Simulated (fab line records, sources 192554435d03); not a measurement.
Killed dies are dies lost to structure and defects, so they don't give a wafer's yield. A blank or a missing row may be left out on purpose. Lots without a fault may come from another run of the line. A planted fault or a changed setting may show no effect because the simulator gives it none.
Chamber matching | flow n5_finfet | N5_BEOL_M1_VIA_ETCH_34 on rie_diel-04: 4 sister chambers
The step etches the open film in C4F6/O2, target depth 67.8 nm, time 64.4 s. 4 wafers are shown with their chamber, then 8 later ones without.

WAFERS WITH THEIR CHAMBER
wafer  | chamber | showerhead_plenum_p_Torr (Torr)
L085.6 | 0       | 2.88
L088.2 | 1       | 2.94
L088.4 | 3       | 2.91
L090.1 | 2       | 3.01

WAFERS WITHOUT THEIR CHAMBER
wafer  | showerhead_plenum_p_Torr (Torr)
L090.4 | 2.94
L090.6 | 2.93
L092.3 | 2.91
L092.5 | 3.01
L092.6 | 2.93
L095.1 | 3.01
L095.3 | 2.87
L095.6 | 2.87

WHICH CHAMBER EACH WENT THROUGH
wafer  | from the rows above     | in truth
L090.4 | 1                       | 1
L090.6 | can't be placed: 1 or 3 | 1
L092.3 | 3                       | 3
L092.5 | 2                       | 2
L092.6 | can't be placed: 1 or 3 | 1
L095.1 | 2                       | 2
L095.3 | 0                       | 0
L095.6 | 0                       | 0
Placed correctly: 6 of 8. Can't be placed from these rows: 2 (the true chamber is among the candidates in 2). Placed wrongly: 0.
How it was worked out, from the rows above alone: a wafer's distance from a chamber is the root of the sum, over the readings, of the square of ((its reading less the chamber's mean) divided by the reading's scatter). The wafer belongs to the nearest chamber; if the next one is less than 2 further off, it can't be placed. A chamber's mean is the mean of its shown wafers. The scatter: with one shown wafer a chamber, the root of the mean of the squares of how far each hidden wafer lies from its nearest shown one.
